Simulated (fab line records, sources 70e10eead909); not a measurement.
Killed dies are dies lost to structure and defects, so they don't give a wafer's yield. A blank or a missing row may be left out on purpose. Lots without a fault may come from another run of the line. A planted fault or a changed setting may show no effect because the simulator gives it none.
Chamber matching | flow nand_harc | NHARC_P_M0_ETCH_34 on rie_diel-04: 4 sister chambers
The step etches the open film in N2/H2, target depth 40 nm, overetch 12 nm, time 43.94 s. 30 wafers are shown with their chamber, then 12 later ones without.

WAFERS WITH THEIR CHAMBER
wafer  | chamber | showerhead_plenum_p_Torr (Torr) | drypump_motor_current_A (A) | rf_vpp_V (V)
L076.2 | 1       | 2.10                            | 5.7                         | 432.1
L076.4 | 3       | 2.10                            | 6.2                         | 432.4
L076.5 | 1       | 2.10                            | 5.6                         | 433.9
L077.1 | 2       | 1.96                            | 5.2                         | 428.5
L077.5 | 2       | 1.96                            | 5.2                         | 427.4
L077.6 | 1       | 2.10                            | 5.6                         | 432.3
L082.2 | 2       | 1.96                            | 5.2                         | 427.7
L082.3 | 0       | 2.18                            | 6.4                         | 434.0
L082.6 | 3       | 2.10                            | 6.2                         | 432.4
L081.1 | 0       | 2.18                            | 6.3                         | 435.7
L081.3 | 1       | 2.10                            | 5.6                         | 432.3
L081.6 | 1       | 2.10                            | 5.7                         | 432.5
L083.1 | 0       | 2.18                            | 6.3                         | 435.0
L083.2 | 1       | 2.10                            | 5.7                         | 431.6
L083.4 | 3       | 2.09                            | 6.2                         | 430.0
L084.3 | 2       | 1.96                            | 5.2                         | 427.8
L084.4 | 1       | 2.10                            | 5.6                         | 430.6
L084.5 | 0       | 2.18                            | 6.4                         | 434.3
L085.3 | 3       | 2.09                            | 6.2                         | 432.8
L085.4 | 2       | 1.96                            | 5.2                         | 427.1
L085.6 | 3       | 2.09                            | 6.2                         | 431.4
L086.1 | 2       | 1.96                            | 5.2                         | 428.0
L086.3 | 1       | 2.10                            | 5.6                         | 432.0
L086.4 | 0       | 2.18                            | 6.3                         | 434.1
L087.1 | 2       | 1.96                            | 5.2                         | 429.9
L087.2 | 0       | 2.18                            | 6.3                         | 435.4
L087.5 | 0       | 2.18                            | 6.4                         | 434.7
L088.3 | 2       | 1.96                            | 5.2                         | 427.4
L088.4 | 2       | 1.96                            | 5.2                         | 427.7
L088.5 | 0       | 2.18                            | 6.4                         | 433.4

SIGNATURES (means of the wafers above)
reading                  | chamber 0 | chamber 1 | chamber 2 | chamber 3 | scatter within a chamber
showerhead_plenum_p_Torr | 2.1800    | 2.1000    | 1.9600    | 2.0940    | 0.00215
drypump_motor_current_A  | 6.350     | 5.638     | 5.200     | 6.200     | 0.0386
rf_vpp_V                 | 434.575   | 432.163   | 427.944   | 431.800   | 0.895
Rule: a wafer's distance from a chamber is the root of the sum, over the readings, of the square of ((its reading less the chamber's mean) divided by the reading's scatter). The wafer belongs to the nearest chamber; if the next one is less than 2 further off, it can't be placed. The scatter: the root of (the sum of the squares of (reading less its chamber's mean) over the shown wafers, divided by (wafers less chambers)).

WAFERS WITHOUT THEIR CHAMBER
wafer  | showerhead_plenum_p_Torr (Torr) | drypump_motor_current_A (A) | rf_vpp_V (V)
L091.1 | 2.17                            | 6.3                         | 433.8
L091.5 | 2.09                            | 6.2                         | 431.7
L091.6 | 1.95                            | 5.2                         | 427.9
L095.1 | 2.09                            | 6.2                         | 432.8
L095.3 | 2.09                            | 5.7                         | 432.3
L095.5 | 2.09                            | 6.2                         | 432.2
L096.3 | 2.09                            | 5.6                         | 431.4
L096.5 | 2.09                            | 5.6                         | 432.8
L096.6 | 2.17                            | 6.3                         | 434.3
L097.2 | 2.09                            | 6.2                         | 432.0
L097.3 | 2.09                            | 5.6                         | 430.9
L097.6 | 1.95                            | 5.2                         | 428.3

WHICH CHAMBER EACH WENT THROUGH
wafer  | from the rows above | in truth
L091.1 | 0                   | 0
L091.5 | 3                   | 3
L091.6 | 2                   | 2
L095.1 | 3                   | 3
L095.3 | 1                   | 1
L095.5 | 3                   | 3
L096.3 | 1                   | 1
L096.5 | 1                   | 1
L096.6 | 0                   | 0
L097.2 | 3                   | 3
L097.3 | 1                   | 1
L097.6 | 2                   | 2
Placed correctly: 12 of 12. Can't be placed from these rows: 0. Placed wrongly: 0.
